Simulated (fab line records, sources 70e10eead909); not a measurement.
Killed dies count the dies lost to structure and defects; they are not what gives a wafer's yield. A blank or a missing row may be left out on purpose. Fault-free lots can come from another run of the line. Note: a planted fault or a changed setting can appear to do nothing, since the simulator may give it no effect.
Which of the tools did it?    flow nand harc    45 wafers from 15 lots sampled at 4 of the route's 1159 steps

## WHAT THE GAUGES SHOWED, per wafer
Not one reading of a measure or inspect step in the record can be checked against a usual standard deviation.

## EACH LOT AND THE TOOL THAT RAN IT (in order: tool; ch and the chambers of the sampled wafers; start)
lot   NHARC_A_CONTACT_DESCUM_47           NHARC_A_CONTACT_ETCH_48             NHARC_A_CONTACT_ETCH_114              NHARC_A_CONTACT_ETCH_116
L119  rie diel-01 ch 0,1,3, day 16 08:50  rie diel-01 ch 0,2, day 16 08:55    har cap etch-03 ch 0, day 16 10:31    har cap etch-03 ch 0, day 16 10:42
L122  rie diel-09 ch 1,2, day 17 13:29    rie diel-09 ch 0,1,3, day 17 13:35  har cap etch-02 ch 0,1, day 17 15:08  har cap etch-02 ch 0,1, day 17 15:20
L123  rie diel-01 ch 1,3, day 17 18:38    rie diel-01 ch 1,3, day 17 18:44    har cap etch-02 ch 0,1, day 17 20:33  har cap etch-02 ch 0,1, day 17 20:44
L124  rie diel-09 ch 0,2,3, day 18 05:33  rie diel-09 ch 1,2,3, day 18 05:41  har cap etch-01 ch 0,1, day 18 07:15  har cap etch-01 ch 0,1, day 18 07:26
L128  rie diel-01 ch 0,2,3, day 18 22:28  rie diel-01 ch 1,3, day 18 22:34    har cap etch-01 ch 0,1, day 19 00:08  har cap etch-01 ch 0,1, day 19 00:19
L129  rie diel-03 ch 1,3, day 18 22:38    rie diel-03 ch 1,2,3, day 18 22:48  har cap etch-02 ch 0,1, day 19 02:22  har cap etch-02 ch 0,1, day 19 02:32
L127  rie diel-01 ch 0,1, day 19 02:54    rie diel-01 ch 0,1,2, day 19 03:00  har cap etch-01 ch 0,1, day 19 04:34  har cap etch-01 ch 0,1, day 19 04:46
L134  rie diel-01 ch 0,1, day 20 20:55    rie diel-01 ch 0,2,3, day 20 21:00  har cap etch-02 ch 0,1, day 20 22:34  har cap etch-02 ch 0,1, day 20 22:45
L135  rie diel-03 ch 1,2,3, day 20 21:06  rie diel-03 ch 0,3, day 20 21:10    har cap etch-01 ch 0,1, day 20 22:43  har cap etch-01 ch 0,1, day 20 22:54
L136  rie diel-09 ch 1,2,3, day 21 02:23  rie diel-09 ch 0,2,3, day 21 02:28  har cap etch-03 ch 0,1, day 21 04:01  har cap etch-03 ch 0,1, day 21 04:12
L139  rie diel-09 ch 0,1, day 21 19:30    rie diel-09 ch 0,1,3, day 21 21:24  har cap etch-02 ch 0,1, day 21 23:14  har cap etch-02 ch 0,1, day 21 23:25
L137  rie diel-03 ch 0,2,3, day 21 19:46  rie diel-03 ch 2,3, day 21 19:50    har cap etch-01 ch 0,1, day 21 21:29  har cap etch-01 ch 0,1, day 21 21:41
L138  rie diel-09 ch 1,2, day 21 23:23    rie diel-09 ch 1,2,3, day 21 23:29  har cap etch-01 ch 0,1, day 22 01:11  har cap etch-01 ch 0,1, day 22 01:23
L140  rie diel-03 ch 1,2,3, day 22 00:08  rie diel-03 ch 0,1,2, day 22 00:13  har cap etch-03 ch 1, day 22 01:48    har cap etch-03 ch 1, day 22 01:59
L141  rie diel-01 ch 0,1,3, day 22 07:05  rie diel-01 ch 0,1,3, day 22 07:10  har cap etch-02 ch 0,1, day 22 08:44  har cap etch-02 ch 0,1, day 22 08:55
- NHARC_A_CONTACT_DESCUM_47: chemistry O2, time 3 s.
- NHARC_A_CONTACT_ETCH_48: etches the open film in CF4, target depth 39 nm, time 65 s.
- NHARC_A_CONTACT_ETCH_114: etches the open film in C4F8/O2/Ar, time 94 s, target depth 922 nm.
- NHARC_A_CONTACT_ETCH_116: etches the open film in C4F8/O2/Ar, time 94 s, target depth 922 nm.

## AS READ BY THE TOOLS THEMSELVES (means over the sampled wafers that have a number; for cases with no such wafer, the mark the record gives instead)
NHARC_A_CONTACT_DESCUM_47. Usual: drypump motor current A 5.6 A, standard deviation 0.46; o2 flow sccm 199.9 sccm, standard deviation 0.56; oes product au 0.998 a.u., standard deviation 0.0086; rf vpp V 57.9 V, standard deviation 0.87; showerhead plenum p Torr 1.92 Torr, standard deviation 0.1; throttle valve pct 11.312 %, standard deviation 0.0094.
lot   tool         drypump motor current A (A)  o2 flow sccm (sccm)  oes product au (a.u.)  rf vpp V (V)  showerhead plenum p Torr (Torr)  throttle valve pct (%)  flag
L119  rie diel-01  6.0                          200.1                1.004                  57.6          1.92                             11.314                  
L122  rie diel-09  5.2                          200.2                1.003                  57.5          1.84                             11.316                  
L123  rie diel-01  6.1                          200.2                0.989                  57.2          1.83                             11.307                  
L124  rie diel-09  5.9                          200.1                0.991                  57.2          1.97                             11.311                  
L128  rie diel-01  5.8                          199.6                0.999                  57.8          1.94                             11.319                  
L129  rie diel-03  5.1                          199.2                0.998                  57.8          1.85                             11.315                  
L127  rie diel-01  5.8                          199.5                0.991                  58.5          1.98                             11.307                  
L134  rie diel-01  5.9                          200.0                0.999                  57.6          1.90                             11.315                  
L135  rie diel-03  5.1                          200.2                1.004                  58.1          1.92                             11.309                  
L136  rie diel-09  5.4                          200.3                1.008                  57.8          1.90                             11.310                  
L139  rie diel-09  5.4                          199.7                1.008                  57.1          1.83                             11.304                  
L137  rie diel-03  5.4                          199.8                0.988                  57.5          1.91                             11.316                  
L138  rie diel-09  5.2                          200.1                0.994                  57.7          1.83                             11.325                  
L140  rie diel-03  5.1                          200.0                1.008                  57.6          1.92                             11.312                  
L141  rie diel-01  6.0                          200.3                0.994                  58.7          1.91                             11.313                  

NHARC_A_CONTACT_ETCH_48. Usual: bias w is 100.01 W with standard deviation 0.26, cf4 flow sccm is 150.0 sccm with standard deviation 0.43, drypump motor current A is 5.6 A with standard deviation 0.45, oes product au is 0.998 a.u. with standard deviation 0.0079, rf vpp V is 151.4 V with standard deviation 1.4, showerhead plenum p Torr is 1.77 Torr with standard deviation 0.083, and throttle valve pct is 13.284 % with standard deviation 0.0093.
lot   tool         bias w (W)  cf4 flow sccm (sccm)  drypump motor current A (A)  oes product au (a.u.)  rf vpp V (V)  showerhead plenum p Torr (Torr)  throttle valve pct (%)  flag
L119  rie diel-01  99.94       150.4                 5.6                          1.000                  150.4         1.79                             13.284                  
L122  rie diel-09  100.26      149.6                 5.7                          1.001                  151.0         1.76                             13.276                  
L123  rie diel-01  99.98       150.3                 6.1                          0.997                  149.6         1.70                             13.276                  
L124  rie diel-09  99.88       149.9                 5.4                          1.001                  150.7         1.77                             13.280                  
L128  rie diel-01  99.87       150.0                 6.2                          0.999                  150.8         1.72                             13.285                  
L129  rie diel-03  100.08      150.1                 5.1                          1.003                  151.7         1.78                             13.275                  
L127  rie diel-01  99.99       150.0                 5.8                          0.992                  150.6         1.77                             13.288                  
L134  rie diel-01  99.83       149.6                 5.8                          0.997                  152.3         1.79                             13.286                  
L135  rie diel-03  100.21      150.1                 5.5                          0.998                  149.7         1.70                             13.280                  
L136  rie diel-09  99.99       150.0                 5.8                          0.998                  151.4         1.81                             13.284                  
L139  rie diel-09  99.74       150.0                 5.6                          1.001                  151.3         1.75                             13.288                  
L137  rie diel-03  99.85       149.6                 5.3                          1.002                  151.7         1.72                             13.286                  
L138  rie diel-09  100.10      150.1                 5.4                          1.001                  151.1         1.76                             13.292                  
L140  rie diel-03  99.72       149.8                 5.2                          1.000                  152.3         1.82                             13.279                  
L141  rie diel-01  99.98       149.9                 6.0                          0.985                  151.6         1.77                             13.284                  

NHARC_A_CONTACT_ETCH_114. Usual: chamber pressure mTorr 20.001 mTorr, standard deviation 0.018; oes air line au 1.001 a.u., standard deviation 0.02.
lot   tool             chamber pressure mTorr (mTorr)  oes air line au (a.u.)  flag
L119  har cap etch-03  20.007                          0.995                   
L122  har cap etch-02  19.996                          0.959                   
L123  har cap etch-02  20.017                          0.998                   
L124  har cap etch-01  20.008                          0.992                   
L128  har cap etch-01  -                               -                       OFF
L129  har cap etch-02  -                               -                       OFF
L127  har cap etch-01  -                               -                       OFF
L134  har cap etch-02  19.998                          1.026                   
L135  har cap etch-01  19.988                          1.012                   
L136  har cap etch-03  19.989                          1.001                   
L139  har cap etch-02  20.013                          1.023                   
L137  har cap etch-01  19.990                          0.990                   
L138  har cap etch-01  19.992                          1.014                   
L140  har cap etch-03  20.003                          0.992                   
L141  har cap etch-02  20.009                          1.002                   

NHARC_A_CONTACT_ETCH_116. Usual: chamber pressure mTorr 20.000 mTorr, standard deviation 0.019; oes air line au 1.001 a.u., standard deviation 0.019.
lot   tool             chamber pressure mTorr (mTorr)  oes air line au (a.u.)  flag
L119  har cap etch-03  20.017                          0.993                   
L122  har cap etch-02  20.015                          1.005                   
L123  har cap etch-02  19.990                          1.000                   
L124  har cap etch-01  19.986                          0.998                   
L128  har cap etch-01  19.994                          1.015                   
L129  har cap etch-02  20.002                          0.997                   
L127  har cap etch-01  20.007                          1.009                   
L134  har cap etch-02  19.994                          0.995                   
L135  har cap etch-01  19.995                          0.989                   
L136  har cap etch-03  20.000                          0.992                   
L139  har cap etch-02  19.972                          1.011                   
L137  har cap etch-01  20.010                          0.985                   
L138  har cap etch-01  19.991                          1.010                   
L140  har cap etch-03  20.009                          0.995                   
L141  har cap etch-02  20.018                          1.021                   

## THE ANSWER, worked out from the rows above alone
Rule: lot off if the mean of its wafers having a number is beyond 3 standard deviations from the usual mean. A lot without any number at a reading at which 4 lots or more have one is off too. All remaining lots with rows at the step are treated as sound. First the gauges in route order, then the tools' own readings, where a lot's mean is used as printed above. At the first step where some lot is off, the reading lying furthest off is the one used; lots without a number count as furthest.
Off at NHARC_A_CONTACT_ETCH_114 (chamber pressure mTorr): L128, L129, L127. Without a number there: L128, L129, L127.
A tool fits if, at that step or a process step before it, it ran every lot that is off, and no sound lot after the first of them. None of those tried fits.

## WHAT THE SIMULATOR HAD INSERTED
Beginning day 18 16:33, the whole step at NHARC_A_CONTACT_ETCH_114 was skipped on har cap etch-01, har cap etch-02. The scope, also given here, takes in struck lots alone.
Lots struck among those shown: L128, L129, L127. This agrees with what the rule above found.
